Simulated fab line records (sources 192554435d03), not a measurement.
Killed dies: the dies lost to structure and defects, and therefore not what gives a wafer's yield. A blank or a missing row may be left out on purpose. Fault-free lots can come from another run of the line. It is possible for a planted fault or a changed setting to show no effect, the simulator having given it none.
A struck lot beside a sound one    flow n5-finfet    24 out of 1938 route steps
Sound: these wafers, L435.2, L435.5, L435.6. Struck: wafer L444.3. (L444.1, L444.4 of the same lot were not struck and are left out.) The cause comes at the end.
At each step with rows: each side's tool, then ch and its chambers, then its first start. Under that, the readings that differ: sound wafers    struck wafers    difference of the means    sigmas: that difference in standard deviations of wafers without a fault.
alike: readings with means less than 2 such deviations apart, plus words and numbers identical on both sides. not compared: withheld readings, readings lacking a value on some wafer, bounds such as >300 that could conceal the same value, and numbers that have no deviation in the record and whose values overlap.
A row with sigmas, a row that says differs or no value, or rows on one side alone: a step with any of these is where the two part. Non-overlapping numbers with no deviation appear without sigmas and do not part them. Lack of a reading on every wafer of one side parts them only where that side has two or more wafers.

first, 3 steps without rows for these wafers: N5_PMOS_HMC_CHANNEL_EPI_EXPOSE_06 (exposes mask PMOS HMC BLK, target cd 240 nm); N5_PMOS_HMC_CHANNEL_EPI_PEB_07 (peb time 60 s); N5_PMOS_HMC_CHANNEL_EPI_DEVELOP_08 (develop time 30 s).
N5_PMOS_HMC_CHANNEL_EPI_CD_MEAS_09: the cd target is 237.4 nm.
  sound on cd-sem-03 ch 0, day 2 23:17; struck on cd-sem-02 ch 0, day 5 05:25
  alike: cd-nm
N5_PMOS_HMC_CHANNEL_EPI_OVL_MEAS_10:
  sound on overlay-01 ch 0, day 2 23:18; struck on overlay-02 ch 0, day 5 05:27
reading                sound        struck  difference  sigmas
PMOS_HMC_BLK_OVL (nm)  1.2 1.7 1.4  -0.9    -2.3        -4
N5_PMOS_HMC_CHANNEL_EPI_INSPECT_11: inspects for defects (macro).
  sound: defect-inspect-02 at day 2 23:20; struck: defect-inspect-01 at day 5 05:28
  alike: raw-defect-count
N5_PMOS_HMC_CHANNEL_EPI_DESCUM_14: chemistry O2, time 7.9 s.
  sound on rie-diel-03 ch 0,1, day 2 23:22; struck on rie-diel-03 ch 1, day 5 05:31
reading                sound           struck  difference  sigmas
oes-product-au (a.u.)  1.00 1.00 0.73  0.71    -0.20       -2
  alike: drypump-motor-current-A, rf-vpp-V, showerhead-plenum-p-Torr, throttle-valve-pct
  not compared: rf-hours-counter-h
then, 1 step without rows for these wafers: N5_PMOS_HMC_CHANNEL_EPI_ETCH_32 (etches BARC in N2/H2, stops on SiO2, target depth 85.8 nm, time 50.3 s).
N5_PMOS_HMC_CHANNEL_EPI_HM_OPEN_15: chemistry CHF3/O2, target SiO2, target depth 40.6 nm, time 20.3 s.
  sound on rie-diel-03 ch 0,1, day 2 23:26; struck on rie-diel-03 ch 1, day 5 05:35
reading                sound           struck  difference  sigmas
oes-product-au (a.u.)  0.99 0.98 0.72  0.71    -0.19       -2
  alike: drypump-motor-current-A, rf-vpp-V, showerhead-plenum-p-Torr, throttle-valve-pct
  not compared: rf-hours-counter-h
N5_PMOS_HMC_CHANNEL_EPI_STRIP_33: strips in N2/H2.
  sound on rie-diel-03 ch 0,1, day 2 23:29; struck on rie-diel-03 ch 1, day 5 05:38
reading                sound           struck  difference  sigmas
oes-product-au (a.u.)  0.98 0.99 0.75  0.70    -0.21       -2
  alike: drypump-motor-current-A, rf-vpp-V, showerhead-plenum-p-Torr, throttle-valve-pct
  not compared: rf-hours-counter-h
then, 1 step without rows for these wafers: N5_PMOS_HMC_CHANNEL_EPI_STRIP_17 (strips in SPM, time 750 s).
N5_PMOS_HMC_CHANNEL_EPI_ETCH_38: etches SiO2 in CF4, target depth 1.5 nm.
  sound on rie-si-02 ch 0,2,3, day 2 23:48; struck on rie-si-02 ch 0, day 5 05:59
  alike: drypump-motor-current-A, oes-product-au, throttle-valve-pct
  not compared: rf-hours-counter-h
N5_PMOS_HMC_CHANNEL_EPI_FIN_RECESS_16: chemistry HBr/Cl2, target Si, target depth 54 nm, time 18 s.
  sound on rie-si-02 ch 0,2,3, day 2 23:49; struck on rie-si-02 ch 0, day 5 06:00
reading                                           sound              struck  difference  sigmas
model.etch.depth-nm (nm)                          55.27 54.62 54.28  52.02   -2.70       
model.PMOS_HMC_CHANNEL_EPI.feature-depth-nm (nm)  55.27 54.62 54.28  52.02   -2.70       
  alike: drypump-motor-current-A, oes-product-au, throttle-valve-pct
  not compared: rf-hours-counter-h
then, 6 steps without rows for these wafers: N5_PMOS_HMC_CHANNEL_EPI_PRECLEAN_36 (cleans in O3/DIW, time 45 s); N5_PMOS_HMC_CHANNEL_EPI_PRECLEAN_18 (cleans in DHF, time 30 s); N5_PMOS_HMC_CHANNEL_EPI_SRD_19 (time 30 s); N5_PMOS_HMC_CHANNEL_EPI_EPI_20 (deposits SiGe30, target thk 59 nm); N5_PMOS_HMC_CHANNEL_EPI_HM_STRIP_35 (strips SiO2 in dHF, material SiO2, target depth 39.6 nm, time 216 s); N5_PMOS_HMC_CHANNEL_EPI_SRD_39 (time 30 s).
N5_PMOS_HMC_CHANNEL_EPI_CMP_21: polishes SiGe30, target thk 54 nm.
  sound on cmp-02 ch 0,1, day 3 01:46; struck on cmp-04 ch 2, day 5 07:55
  alike: motor-current-A
  not compared: pad-life-wafers
N5_PMOS_HMC_CHANNEL_EPI_THK_MEAS_22:
  sound: film-metro-01 at day 3 02:01; struck: film-metro-01 at day 5 08:12
reading           sound           struck  difference  sigmas
HMC_CMP_THK (nm)  55.3 54.7 54.4  52.0    -2.8        -4
then, 1 step without rows for these wafers: N5_PMOS_HMC_CHANNEL_EPI_PRECLEAN_40 (cleans in DHF, time 30 s).
-- record jumps: 10 days separate the struck wafers' starts on either side; left off in module PMOS_HMC_CHANNEL_EPI, taken up again in module BEOL_M4, whose first shown step is the route's number 1111 --
N5_BEOL_M4_RC_MEAS_101:
  sound on prober-01 ch 0, day 11 10:23; struck on prober-02 ch 0, day 15 18:53
  alike: DIBL_N, DIBL_P, IOFF_N, IOFF_P, ION_N, ION_P, SS_N, SS_P, VT_N, VT_P
N5_PASSIVATION_PROBE_49:
  sound wafers here have rows in the record (prober-02, day 15 13:06); struck ones have none

WHERE THEY PART
At N5_PMOS_HMC_CHANNEL_EPI_OVL_MEAS_10 first; at N5_PASSIVATION_PROBE_49 last (within this record only).

WHY: what the simulator had put in
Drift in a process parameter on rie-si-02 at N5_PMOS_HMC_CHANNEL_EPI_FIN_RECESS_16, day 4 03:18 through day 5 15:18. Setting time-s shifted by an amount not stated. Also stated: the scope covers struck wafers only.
